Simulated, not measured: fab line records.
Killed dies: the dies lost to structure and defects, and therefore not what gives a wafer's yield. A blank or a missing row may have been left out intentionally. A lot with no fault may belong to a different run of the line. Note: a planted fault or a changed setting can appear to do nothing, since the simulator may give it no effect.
Code-filled problem report in 8D (eight disciplines) form | flow nandHarc | the parts of the form that need people (team, actions taken, sign-off) are left out

1. WHAT WENT WRONG
At NHARC_END_SORT_01, killedDies averages 254 over 3 wafers from 2 lots, while fault-free wafers read 57, standard deviation 17. Measured from the usual mean, that is +12 standard deviations.
Seen first at day 30 20:44 on prober-01, wafer L554.3. Wafers with a number at this step in the record: 6, from 2 lots. The rule behind "out" and "out of limits": a value lying over 4 standard deviations away from the usual mean. The rest of the wafers with a number are treated as sound.

2. WHAT IT IS AND WHAT IT IS NOT
question                    | is                        | is not
which readings at this step | killedDies, killedAtArray | killedAtOther, killedAtPeriphery, killedOpen, killedShort
which lots                  | L554, L556                | -
which wafers of those lots  | L554.3, L556.4, L556.5    | L554.1, L554.5, L556.3
read on which gauges        | prober-01                 | -
when                        | from day 30 20:44         | up to then (1 sound wafer); but 2 sound wafers of L554, L556 came after

3. THE SUSPECTS, EACH WITH WHAT RULES IT OUT
Counting: a tool at a process step up to the reading stays a suspect if it ran every lot that is out. Sound lots after the first of them don't rule it out here, since some wafers of a struck lot are sound.
- the gauge at NHARC_END_SORT_01: kept. All the wafers that are out were read on prober-01, and no step on other tools shows them out.
- cmp-01 at NHARC_A_DECK1_JOINT_CMP_02 (polishes SiOx): kept. It ran every lot that is out, first L554 (day 19 08:54).
- In cmp-01 at NHARC_A_DECK1_JOINT_CMP_02, the wafers that are out were processed in chamber 2 and their sound lot-mates in chambers 1, 3.
What counting leaves: cmp-01 at NHARC_A_DECK1_JOINT_CMP_02 and prober-01 at NHARC_END_SORT_01.

4. THE CAUSE (what the simulator had put in)
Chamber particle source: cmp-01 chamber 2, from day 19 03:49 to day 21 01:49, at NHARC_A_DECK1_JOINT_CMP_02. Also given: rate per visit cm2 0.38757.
2 suspects survive the count, and this tool is in that group.

5. THE CHAIN OF EFFECTS, in route order
One row per reading whose mean, taken over the struck wafers that have a number, lies over 3 standard deviations from the usual. Only readings for which the record gives a usual standard deviation are gone through. hours: the time from each lot's start at the first step in this table that gives one to its start at this step, as a median over the lots. sigmas: the change in usual standard deviations.
hours | step              | reading       | usual | on struck wafers | change | sigmas
0     | NHARC_END_SORT_01 | killedAtArray | 52    | 249              | +197   | +11
0     | NHARC_END_SORT_01 | killedDies    | 57    | 254              | +197   | +12

6. HOW IT WOULD HAVE BEEN CAUGHT EARLIER
The first out-of-limits reading at a measuring or inspecting step in this record came at day 30 20:44, 281 hours after the fault's start at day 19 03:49.
An alarm limit of 4 standard deviations would not have fired on the tool readings at NHARC_A_DECK1_JOINT_CMP_02 for which the record gives a usual standard deviation, since none of them was out on any struck wafer.
The start of NHARC_A_DECK1_JOINT_CMP_02 on cmp-01 came by day 30 20:44 for every one of the lots that are out (2). A hold on the tool at that time would have spared none of them.
